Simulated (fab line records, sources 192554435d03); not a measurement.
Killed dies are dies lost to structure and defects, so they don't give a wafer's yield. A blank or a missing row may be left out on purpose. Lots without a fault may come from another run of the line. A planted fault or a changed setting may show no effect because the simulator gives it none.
fab line records | flow n5_finfet
record lots=14 wafers=42 last_day=17
route steps=1938 shown MOL_CONTACT_COAG@628 BEOL_M0_SAQP@640 BEOL_M4@1111
lots that met no fault: from a run of the same line without faults
start_h: hours from the record's first day to the start of the lot's first wafer shown | wait_h: hours since the lot's step before | " the same as in the row above | L1.1+2: a row that stands for several wafers | - no value, or no start given | * or withheld: withheld | < > ~ a bound
route shown NAME@n: a module of which the file shows steps, and the number in the route of the first | usual: mean/standard deviation of fault-free wafers | same: alike in all rows | chamber/n: place in a boat | sites: the reading at each site | _std_site: their standard deviation | _edge_site: outer sites' mean less inner sites' | radius_mm: how far each site lies from the wafer's centre | mask NAME#n: copy n | behind: the tool/chamber that last shaped the wafer | hold: why the lot was held/for how many hours/how that ended | device: the transistor (n, p or np) that didn't switch | end of line: the same wafers' tests at the end of the route | a step without rows: its recipe alone | killed: dies lost to structure and defects at the first sort, not the wafer's yield | map: a wafer's dies, x killed, . not, _ none there
set.NAME: the setting as run; set.NAME@STEP: as run at that earlier step | model.NAME: the simulator's own value behind a step, which no gauge read
steps of the route over a sample of lots; a table a step, a row a wafer
services: from which hour (start_h, from the record's first day; less than 0 if before it) a tool's chamber was out of use, for how many hours, and why
## steps
# step N5_MOL_CONTACT_COAG_THK_MEAS_53
# recipe reads=SiO2_of_MOL_CONTACT_COAG_PECVD_31
# usual VIA_MOL_THK=43.8/0.76
# columns lot.wafer tool chamber start_h wait_h VIA_MOL_THK[nm]
L787.1 film_metro-02 - 119.06 - 43.2
L787.2 " - " " 43.7
L787.4 " - " " 44.9
L788.2 film_metro-01 - 120.88 - 42.7
L788.3 " - " " 43.7
L788.5 " - " " 43.6
L790.1 film_metro-01 - 130.50 - 42.1
L790.4 " - " " 42.6
L790.6 " - " " 42.5
L791.4 film_metro-01 - 140.64 - 45.4
L791.5 " - " " 45.2
L791.6 " - " " 45.3
L792.3 film_metro-02 - 150.77 - 43.7
L792.4 " - " " 43.5
L792.5 " - " " 44.0
L793.1 film_metro-02 - 151.38 - 43.6
L793.2 " - " " 44.9
L793.6 " - " " 45.3
L794.2 film_metro-01 - 155.60 - 43.5
L794.4 " - " " 44.2
L794.6 " - " " 43.5
L800.1 film_metro-02 - 191.78 - 42.9
L800.3 " - " " 42.9
L800.4 " - " " 43.3
L799.1 film_metro-02 - 198.12 - 42.9
L799.4 " - " " 43.4
L799.5 " - " " 43.1
L801.3 film_metro-02 - 199.02 - 43.9
L801.5 " - " " 44.5
L801.6 " - " " 45.0
L802.1 film_metro-02 - 201.87 - 43.4
L802.4 " - " " 43.8
L802.5 " - " " 44.6
L806.3 film_metro-02 - 236.04 - 43.5
L806.5 " - " " 43.9
L806.6 " - " " 44.5
L807.1 film_metro-02 - 236.12 - 43.9
L807.4 " - " " 44.8
L807.6 " - " " 44.5
L808.1 film_metro-01 - 241.71 - 42.8
L808.2 " - " " 43.6
L808.3 " - " " 42.9
# step N5_BEOL_M0_SAQP_HM_DEP_111
# recipe material=SiO2 target_thk_a=120 temp_c=400 precursor=SiH4/N2O pressure_torr=0.75 rf_w=275 time_s=7.2
# usual chamber_pressure_Torr=0.7501/0.0016 heater_power_outer_w=440/87 heater_power_w=727/150 showerhead_plenum_p_Torr=8.12/0.19
# columns lot.wafer tool chamber start_h wait_h chamber_pressure_Torr heater_power_outer_w heater_power_w showerhead_plenum_p_Torr
L787.1 pecvd-04 1 123.26 0.0 0.7462 543 933 8.18
L787.2 " 0 " " 0.7497 357 535 8.26
L787.4 " 1 " " 0.7489 552 929 8.17
L788.2 pecvd-01 2 126.03 0.0 0.7499 348 605 8.20
L788.3 " 1 " " 0.7499 598 967 8.11
L788.5 " 2 " " 0.7480 351 604 8.21
L790.1 pecvd-04 1 135.29 0.0 0.7503 458 785 8.17
L790.4 " 1 " " 0.7510 439 796 8.18
L790.6 " 2 " " 0.7522 406 629 7.70
L791.4 pecvd-01 2 144.49 0.1 0.7493 413 655 8.23
L791.5 " 0 " " 0.7496 479 842 8.13
L791.6 " 1 " " 0.7490 606 927 8.11
L792.3 pecvd-04 2 155.48 0.0 0.7496 381 604 7.70
L792.4 " 0 " " 0.7496 334 513 8.24
L792.5 " 1 " " 0.7498 436 798 8.20
L793.1 pecvd-02 0 157.61 0.0 - - - -
L793.2 " 2 " " - - - -
L793.6 " 0 " " - - - -
L794.2 pecvd-02 1 161.00 0.0 - - - -
L794.4 " 1 " " - - - -
L794.6 " 2 " " - - - -
L800.1 pecvd-04 2 196.02 0.0 0.7492 364 595 7.68
L800.3 " 0 " " 0.7498 293 461 8.26
L800.4 " 2 " " 0.7498 363 596 7.71
L799.1 pecvd-02 2 202.35 0.0 0.7500 608 961 8.16
L799.4 " 1 " " 0.7489 430 687 8.19
L799.5 " 0 " " 0.7512 404 641 8.31
L801.3 pecvd-01 0 206.34 0.0 0.7511 438 811 8.14
L801.5 " 0 " " 0.7513 439 793 8.12
L801.6 " 2 " " 0.7519 330 564 8.19
L802.1 pecvd-02 0 208.28 0.0 0.7508 384 635 8.35
L802.4 " 1 " " 0.7497 418 682 8.20
L802.5 " 2 " " 0.7498 530 875 8.15
L806.3 pecvd-01 1 241.50 0.0 0.7492 609 969 8.10
L806.5 " 2 " " 0.7491 414 658 8.21
L806.6 " 0 " " 0.7494 452 808 8.11
L807.1 pecvd-02 1 246.45 0.0 0.7482 426 697 8.18
L807.4 " 0 " " 0.7509 361 593 8.33
L807.6 " 1 " " 0.7496 435 705 8.18
L808.1 pecvd-04 1 247.26 0.0 0.7524 481 843 8.19
L808.2 " 0 " " 0.7501 364 554 8.25
L808.3 " 2 " " 0.7512 387 636 7.72
# step N5_BEOL_M0_SAQP_INSPECT_16
# recipe mode=adi inspect_instrument=brightfield
# usual raw_defect_count=495/100
# columns lot.wafer tool chamber start_h wait_h raw_defect_count
L787.1 defect_inspect-01 - 123.76 0.0 428
L787.2 " - " " 459
L787.4 " - " " 488
L788.2 defect_inspect-02 - 126.40 0.0 484
L788.3 " - " " 625
L788.5 " - " " 518
L790.1 defect_inspect-01 - 135.80 0.0 611
L790.4 " - " " 452
L790.6 " - " " 505
L791.4 defect_inspect-01 - 144.98 0.0 518
L791.5 " - " " 555
L791.6 " - " " 486
L792.3 defect_inspect-01 - 155.86 0.0 428
L792.4 " - " " 368
L792.5 " - " " 420
L793.1 defect_inspect-01 - 158.11 0.0 290
L793.2 " - " " 306
L793.6 " - " " 430
L794.2 defect_inspect-01 - 161.50 0.0 669
L794.4 " - " " 458
L794.6 " - " " 473
L800.1 defect_inspect-01 - 196.56 0.0 595
L800.3 " - " " 614
L800.4 " - " " 800
L799.1 defect_inspect-01 - 202.85 0.0 346
L799.4 " - " " 482
L799.5 " - " " 354
L801.3 defect_inspect-01 - 206.86 0.0 406
L801.5 " - " " 444
L801.6 " - " " 401
L802.1 defect_inspect-01 - 208.66 0.0 629
L802.4 " - " " 651
L802.5 " - " " 561
L806.3 defect_inspect-01 - 242.00 0.0 657
L806.5 " - " " 407
L806.6 " - " " 769
L807.1 defect_inspect-01 - 246.95 0.0 439
L807.4 " - " " 466
L807.6 " - " " 672
L808.1 defect_inspect-01 - 247.76 0.0 578
L808.2 " - " " 665
L808.3 " - " " 654
# step N5_BEOL_M0_SAQP_ETCH_83
# recipe chemistry=CF4 target=SiARC target_depth_a=390 mask_material=CAR-ArF time_s=65 ion_energy_ev=80 pressure_mtorr=40 source_w=545 bias_w=36 Ar_flow_sccm=100 cf4_flow_sccm=100 ends=cleared
# usual chamber_pressure_mTorr=40.00/0.036 drypump_motor_current_A=5.52/0.26 etch_rf_on_time_s=65.2/1.4 oes_product_au=0.66/0.075 rf_vpp_V=184.3/1.1 showerhead_plenum_p_Torr=2.15/0.064 throttle_valve_pct=15.6/0.3
# columns lot.wafer tool chamber start_h wait_h chamber_pressure_mTorr drypump_motor_current_A etch_rf_on_time_s oes_product_au rf_hours_counter_h rf_vpp_V showerhead_plenum_p_Torr throttle_valve_pct
L787.1 rie_diel-02 2 123.83 0.0 39.99 5.86 65.6 0.74 59 184.6 2.16 15.1
L787.2 " 1 " " 40.01 5.66 63.5 0.74 45 182.9 2.08 15.5
L787.4 " 0 " " 39.97 5.07 66.5 0.59 216 185.3 2.19 15.7
L788.2 rie_diel-01 0 126.60 0.0 40.00 5.40 64.8 0.67 137 183.0 2.06 15.6
L788.3 " 1 " " 39.95 5.47 65.4 0.60 237 185.9 2.19 15.6
L788.5 " 0 " " 39.94 5.40 64.6 0.66 - 183.0 2.06 15.6
L790.1 rie_diel-06 0 135.87 0.0 40.07 5.75 64.6 0.61 213 184.2 2.14 15.9
L790.4 " 0 " " 40.01 5.77 65.5 0.60 - 183.3 2.14 15.9
L790.6 " 1 " " 39.99 5.31 64.5 0.60 - 184.7 2.12 15.7
L791.4 rie_diel-02 1 145.20 0.0 39.96 5.64 63.4 0.74 51 184.0 2.08 15.5
L791.5 " 3 " " 39.94 5.34 64.9 0.66 - 184.3 2.05 15.6
L791.6 " 2 " " 40.02 5.83 65.5 0.73 - 182.6 2.16 15.1
L792.3 rie_diel-01 0 156.30 0.0 40.02 5.42 64.9 0.66 145 183.2 2.06 15.6
L792.4 " 1 " " 40.03 5.44 64.7 0.60 245 184.2 2.19 15.6
L792.5 " 3 " " 40.03 5.14 67.4 0.73 - 184.7 2.17 15.7
L793.1 rie_diel-02 0 158.22 0.0 40.04 5.11 65.4 0.59 226 185.8 2.19 15.7
L793.2 " 2 " " 40.02 5.86 65.7 0.72 69 184.0 2.16 15.1
L793.6 " 0 " " 40.04 5.11 65.3 0.59 - 183.7 2.19 15.7
L794.2 rie_diel-01 2 161.57 0.0 40.02 5.80 66.3 0.58 228 183.0 2.21 16.1
L794.4 " 1 " " 39.95 5.50 65.0 0.59 247 184.7 2.19 15.5
L794.6 " 2 " " 40.05 5.77 66.5 0.58 - 185.3 2.21 16.1
L800.1 rie_diel-02 2 196.63 0.0 40.00 5.83 66.8 0.70 82 183.0 2.16 15.2
L800.3 " 0 " " 39.98 5.12 66.6 0.58 239 184.8 2.18 15.7
L800.4 " 1 " " 39.97 5.66 63.7 0.71 67 183.3 2.07 15.5
L799.1 rie_diel-02 3 202.92 0.0 39.97 5.33 65.1 0.65 163 182.6 2.04 15.6
L799.4 " 1 " " 39.96 5.67 62.4 0.73 70 182.1 2.07 15.5
L799.5 " 2 " " 39.94 5.80 65.3 0.70 - 185.0 2.15 15.2
L801.3 rie_diel-01 3 206.93 0.0 39.98 5.13 67.8 0.70 63 184.7 2.17 15.8
L801.5 " 2 " " 39.97 5.76 67.1 0.57 - 183.5 2.21 16.2
L801.6 " 1 " " 39.97 5.49 63.8 0.83 - 183.9 2.19 15.1
L802.1 rie_diel-01 2 208.72 0.0 40.01 5.75 66.8 0.57 242 186.3 2.20 16.2
L802.4 " 1 " " 39.98 5.50 63.9 0.83 9 184.3 2.19 15.1
L802.5 " 1 " " 40.02 5.48 64.3 0.82 - 184.1 2.19 15.1
L806.3 rie_diel-06 3 242.07 0.0 39.99 5.90 64.2 0.72 86 183.7 2.25 15.3
L806.5 " 2 " " 39.99 5.41 62.7 0.62 - 186.1 2.21 15.5
L806.6 " 3 " " 39.98 5.90 64.4 0.72 - 185.7 2.25 15.3
L807.1 rie_diel-06 0 247.02 0.0 39.99 5.74 65.8 0.59 248 185.0 2.13 16.0
L807.4 " 1 " " 40.01 5.31 63.9 0.59 236 183.7 2.11 15.8
L807.6 " 0 " " 40.00 5.79 65.8 0.58 - 184.7 2.13 16.0
L808.1 rie_diel-06 3 247.86 0.0 39.99 5.90 64.5 0.71 88 186.7 2.25 15.3
L808.2 " 0 " " 40.03 5.79 66.5 0.58 248 182.9 2.13 16.0
L808.3 " 2 " " 39.95 5.44 63.4 0.62 200 184.0 2.21 15.5
# step N5_BEOL_M0_SAQP_HM_OPEN_112
# recipe chemistry=CHF3/O2 target=SiO2 stop_on=a-Si target_depth_a=120 over_etch_frac=1.25 mask_material=SOC time_s=13.5 pressure_mtorr=30 source_w=650 bias_w=170 Ar_flow_sccm=200 CHF3_flow_sccm=50 O2_flow_sccm=5 ion_energy_ev=200 ends=end_point
# usual chamber_pressure_mTorr=29.999/0.027 drypump_motor_current_A=5.53/0.26 oes_o_777_au=0.78/0.088 oes_product_au=0.51/0.056 rf_vpp_V=524/11 showerhead_plenum_p_Torr=2.42/0.078 throttle_valve_pct=18.8/0.3
# columns lot.wafer tool chamber start_h wait_h chamber_pressure_mTorr drypump_motor_current_A oes_o_777_au oes_product_au rf_hours_counter_h rf_vpp_V showerhead_plenum_p_Torr throttle_valve_pct
L787.1 rie_diel-02 2 123.99 0.0 30.030 5.87 0.85 0.56 60 541 2.43 18.3
L787.2 " 1 " " 30.003 5.68 0.87 0.56 45 530 2.34 18.7
L787.4 " 0 " " 30.000 5.10 0.71 0.46 216 537 2.48 18.9
L788.2 rie_diel-01 0 126.76 0.0 30.027 5.42 0.79 0.52 137 503 2.32 18.9
L788.3 " 1 " " 29.991 5.48 0.73 0.46 238 524 2.47 18.7
L788.5 " 0 " " 29.986 5.43 0.78 0.51 - 502 2.32 18.9
L790.1 rie_diel-06 0 136.03 0.0 30.003 5.77 0.70 0.46 213 516 2.40 19.1
L790.4 " 0 " " 29.997 5.78 0.70 0.47 - 515 2.40 19.1
L790.6 " 1 " " 30.011 5.32 0.71 0.46 - 531 2.37 18.9
L791.4 rie_diel-02 1 145.36 0.0 30.021 5.65 0.86 0.56 51 531 2.34 18.7
L791.5 " 3 " " 30.019 5.35 0.78 0.51 - 518 2.31 18.8
L791.6 " 2 " " 30.052 5.85 0.84 0.55 - 544 2.43 18.3
L792.3 rie_diel-01 0 156.46 0.0 30.010 5.42 0.77 0.50 145 504 2.31 18.9
L792.4 " 1 " " 30.001 5.50 0.72 0.46 245 525 2.47 18.7
L792.5 " 3 " " 29.961 5.18 0.85 0.57 - 519 2.46 19.1
L793.1 rie_diel-02 0 158.38 0.0 29.965 5.14 0.71 0.26 226 537 2.47 18.9
L793.2 " 2 " " 29.991 5.85 0.84 0.31 69 541 2.43 18.3
L793.6 " 0 " " 29.994 5.11 0.70 0.26 - 537 2.47 18.9
L794.2 rie_diel-01 2 161.72 0.0 29.971 5.76 0.68 0.26 228 534 2.49 19.3
L794.4 " 1 " " 30.007 5.46 0.72 0.26 247 524 2.47 18.7
L794.6 " 2 " " 29.960 5.79 0.68 0.26 - 535 2.49 19.3
L800.1 rie_diel-02 2 196.79 0.0 30.013 5.81 0.83 0.54 82 544 2.43 18.3
L800.3 " 0 " " 29.981 5.11 0.69 0.44 239 536 2.47 18.9
L800.4 " 1 " " 30.001 5.66 0.84 0.54 68 530 2.33 18.8
L799.1 rie_diel-02 3 203.08 0.0 29.940 5.33 0.76 0.50 163 519 2.30 18.9
L799.4 " 1 " " 29.984 5.66 0.84 0.55 70 532 2.33 18.8
L799.5 " 2 " " 30.015 5.83 0.82 0.55 - 542 2.43 18.3
L801.3 rie_diel-01 3 207.08 0.0 29.993 5.18 0.83 0.55 63 520 2.45 19.1
L801.5 " 2 " " 29.989 5.76 0.67 0.45 - 535 2.49 19.4
L801.6 " 1 " " 30.017 5.49 1.00 0.64 - 523 2.46 18.3
L802.1 rie_diel-01 2 208.88 0.0 30.031 5.79 0.67 0.44 242 534 2.49 19.4
L802.4 " 1 " " 29.975 5.49 0.99 0.64 9 522 2.46 18.3
L802.5 " 1 " " 30.010 5.48 0.99 0.63 - 523 2.46 18.3
L806.3 rie_diel-06 3 242.23 0.0 29.989 5.89 0.84 0.55 86 529 2.56 18.6
L806.5 " 2 " " 30.007 5.43 0.73 0.47 - 504 2.48 18.6
L806.6 " 3 " " 29.992 5.91 0.84 0.55 - 530 2.56 18.6
L807.1 rie_diel-06 0 247.17 0.0 29.975 5.82 0.68 0.45 248 513 2.39 19.1
L807.4 " 1 " " 29.994 5.30 0.69 0.44 236 532 2.36 18.9
L807.6 " 0 " " 30.006 5.81 0.68 0.45 - 514 2.39 19.1
L808.1 rie_diel-06 3 248.02 0.0 30.018 5.88 0.84 0.55 88 529 2.56 18.6
L808.2 " 0 " " 30.011 5.78 0.68 0.44 249 513 2.39 19.2
L808.3 " 2 " " 30.003 5.45 0.73 0.47 200 503 2.48 18.6
# step N5_BEOL_M0_SAQP_CD_MEAS_25
# recipe target_cd_nm=13.1 landing_energy_ev=1000 detector=se_inlens
# usual cd_nm=12.90/0.22
# columns lot.wafer tool chamber start_h wait_h cd_nm
L787.1 cd_sem-02 0 125.40 0.1 12.76
L787.2 " 0 " " 13.21
L787.4 " 0 " " 13.06
L788.2 cd_sem-02 0 128.25 0.1 12.78
L788.3 " 0 " " 12.91
L788.5 " 0 " " 12.49
L790.1 cd_sem-03 0 138.03 0.1 12.70
L790.4 " 0 " " 12.75
L790.6 " 0 " " 12.77
L791.4 cd_sem-01 0 146.93 0.0 12.90
L791.5 " 0 " " 12.62
L791.6 " 0 " " 12.51
L792.3 cd_sem-03 0 158.24 0.1 12.51
L792.4 " 0 " " 12.46
L792.5 " 0 " " 12.68
L793.1 cd_sem-01 0 159.95 0.1 -
L793.2 " 0 " " -
L793.6 " 0 " " -
L794.2 cd_sem-03 0 163.09 0.1 -
L794.4 " 0 " " -
L794.6 " 0 " " -
L800.1 cd_sem-01 0 198.18 0.1 12.86
L800.3 " 0 " " 12.94
L800.4 " 0 " " 13.22
L799.1 cd_sem-02 0 204.52 0.1 13.07
L799.4 " 0 " " 12.98
L799.5 " 0 " " 12.80
L801.3 cd_sem-03 0 208.45 0.1 12.67
L801.5 " 0 " " 12.82
L801.6 " 0 " " 12.74
L802.1 cd_sem-01 0 210.97 0.1 12.75
L802.4 " 0 " " 13.15
L802.5 " 0 " " 13.02
L806.3 cd_sem-01 0 243.61 0.1 12.73
L806.5 " 0 " " 12.92
L806.6 " 0 " " 13.09
L807.1 cd_sem-01 0 248.58 0.1 12.49
L807.4 " 0 " " 12.59
L807.6 " 0 " " 13.00
L808.1 cd_sem-01 0 249.42 0.1 13.07
L808.2 " 0 " " 12.99
L808.3 " 0 " " 12.89
# step N5_BEOL_M4_RC_MEAS_101
# usual DIBL_N=36.6/1.7 DIBL_P=36.7/2 IOFF_N=0.16/0.033 IOFF_P=0.22/0.04 ION_N=673/12 ION_P=463/7.9 SS_N=71.7/0.58 SS_P=73.3/0.64 VT_N=249/3.3 VT_P=-249/3.1
# columns lot.wafer tool chamber start_h wait_h DIBL_N[mV/V] DIBL_P[mV/V] IOFF_N[nA/um] IOFF_P[nA/um] ION_N[uA/um] ION_P[uA/um] SS_N[mV/dec] SS_P[mV/dec] VT_N[mV] VT_P[mV]
L787.1 prober-02 0 173.45 0.0 37.2 37.2 0.15 0.21 653 451 72.2 73.9 252 -254
L787.2 " 0 " " 35.7 36.2 0.14 0.21 671 465 71.2 73.9 247 -248
L787.4 " 0 " " 38.3 38.0 0.17 0.24 683 471 72.2 73.5 249 -252
L788.2 prober-02 0 176.80 0.2 37.4 36.5 0.15 0.24 659 462 71.5 73.7 254 -248
L788.3 " 0 " " 36.6 35.8 0.14 0.22 675 468 71.6 72.6 251 -247
L788.5 " 0 " " 35.1 33.8 0.12 0.19 660 459 71.0 72.4 260 -251
L790.1 prober-01 0 191.88 0.0 35.6 35.5 0.15 0.20 684 469 71.3 73.0 249 -251
L790.4 " 0 " " 34.0 33.0 0.11 0.17 660 462 70.4 72.5 253 -252
L790.6 " 0 " " 37.5 38.0 0.18 0.24 686 470 71.9 73.6 245 -247
L791.4 prober-02 0 195.83 0.5 35.9 36.8 0.18 0.22 673 455 71.8 72.9 247 -251
L791.5 " 0 " " 35.9 37.5 0.19 0.24 684 461 72.5 73.3 244 -250
L791.6 " 0 " " 36.2 36.7 0.20 0.24 679 458 72.3 73.2 246 -250
L792.3 prober-02 0 206.87 0.3 36.4 33.6 0.15 0.16 659 444 72.3 72.5 252 -255
L792.4 " 0 " " 35.3 33.9 0.13 0.17 662 460 71.5 72.7 254 -250
L792.5 " 0 " " 37.1 35.6 0.15 0.19 655 451 72.4 73.2 253 -251
L800.1 prober-02 0 247.87 0.0 37.6 36.5 0.17 0.23 677 465 71.9 72.9 248 -250
L800.3 " 0 " " 35.9 35.0 0.15 0.20 673 459 71.4 73.3 249 -251
L800.4 " 0 " " 37.7 35.6 0.17 0.21 662 452 72.7 73.9 248 -250
L799.1 prober-01 0 266.99 0.0 35.8 36.1 0.14 0.21 670 464 71.4 72.9 253 -250
L799.4 " 0 " " 38.3 39.4 0.19 0.27 676 463 71.7 73.5 249 -248
L799.5 " 0 " " 36.5 37.3 0.16 0.23 676 465 71.3 73.4 251 -247
L801.3 prober-01 0 279.06 0.3 38.5 39.1 0.21 0.25 695 472 71.6 73.3 244 -249
L801.5 " 0 " " 33.3 33.7 0.12 0.16 678 468 70.8 72.7 251 -256
L801.6 " 0 " " 37.5 38.1 0.19 0.24 675 473 71.2 73.4 247 -252
L802.1 prober-02 0 279.24 0.0 33.8 32.9 0.11 0.17 653 454 71.0 71.8 254 -251
L802.4 " 0 " " 36.3 36.2 0.16 0.23 667 462 71.6 72.4 247 -245
L802.5 " 0 " " 40.6 42.1 0.27 0.35 686 471 72.9 74.0 239 -246
L808.1 prober-01 0 308.11 0.0 35.2 34.2 0.14 0.21 664 461 71.9 72.5 250 -246
L808.2 " 0 " " 35.2 34.8 0.14 0.22 677 471 72.0 72.5 251 -248
L808.3 " 0 " " 35.2 34.8 0.14 0.22 667 464 71.6 72.4 250 -246
L806.3 prober-02 0 311.96 0.3 38.8 39.4 0.23 0.33 705 492 72.3 74.1 243 -241
L806.5 " 0 " " 39.8 39.9 0.24 0.33 710 487 71.7 73.6 243 -240
L806.6 " 0 " " 38.0 37.9 0.19 0.29 676 473 71.3 73.4 247 -245
L807.1 prober-02 0 313.96 0.0 36.0 37.2 0.16 0.20 664 458 71.9 73.5 247 -250
L807.4 " 0 " " 36.1 37.1 0.16 0.21 664 455 71.8 73.3 251 -250
L807.6 " 0 " " 35.2 37.1 0.15 0.21 675 465 71.7 73.1 250 -249
## services
# columns tool chamber start_h hours kind
pecvd-01 0 99.99 13.4 repair
pecvd-04 0 112.49 5.5 scheduled_down
rie_diel-06 2 125.43 12.1 repair
pecvd-02 0 128.09 4.4 repair
rie_diel-02 3 142.67 1.8 repair
rie_diel-01 2 164.28 2.8 repair
rie_diel-01 1 168.11 - clean
rie_diel-01 1 168.11 - consumable_replace:focus_ring
rie_diel-01 1 168.11 13.9 scheduled_down
rie_diel-01 1 168.11 13.9 vent_cycle
pecvd-04 - 217.39 1.0 repair
pecvd-01 1 221.11 2.1 scheduled_down
pecvd-02 0 227.39 2.1 scheduled_down
rie_diel-02 0 233.89 - clean
rie_diel-02 0 233.89 - consumable_replace:focus_ring
rie_diel-02 0 233.89 14.9 scheduled_down
rie_diel-02 0 233.89 14.9 vent_cycle
rie_diel-01 2 235.33 5.0 repair
rie_diel-01 2 242.52 - clean
rie_diel-01 2 242.52 - consumable_replace:focus_ring
rie_diel-01 2 242.52 17.4 scheduled_down
rie_diel-01 2 242.52 17.4 vent_cycle
rie_diel-02 1 243.32 8.0 repair
pecvd-01 - 245.54 0.4 repair
## key
first_sign step=N5_BEOL_M0_SAQP_HM_DEP_111 reading=tool_record direction=missing
effect step=N5_BEOL_M0_SAQP_HM_OPEN_112 reading=oes_product_au direction=down sigmas=4.3 usual=0.51 struck=0.27
effect step=N5_BEOL_M0_SAQP_CD_MEAS_25 reading=cd_nm direction=missing
met_at N5_BEOL_M0_SAQP_HM_DEP_111
struck_lots L793,L794
later_rows_left_out L793.1,L793.2,L793.6,L794.2,L794.4,L794.6
sort_left_out L793.1,L793.2,L793.6,L794.2,L794.4,L794.6
not_acting_at N5_MOL_CONTACT_COAG_THK_MEAS_53,N5_BEOL_M0_SAQP_INSPECT_16,N5_BEOL_M0_SAQP_ETCH_83
fault kind=skipped_step_whole tool=pecvd-02 chamber=- onset_h=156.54 steps=N5_BEOL_M0_SAQP_HM_DEP_111 scope=struck_lots_only
# sort_left_out: the simulated sort isn't trusted on such a fault, so these wafers' sort isn't shown, and their yield isn't known
# later_rows_left_out: the simulator's readings of these wafers behind a module that went badly wrong aren't trusted and aren't shown, but for the sort
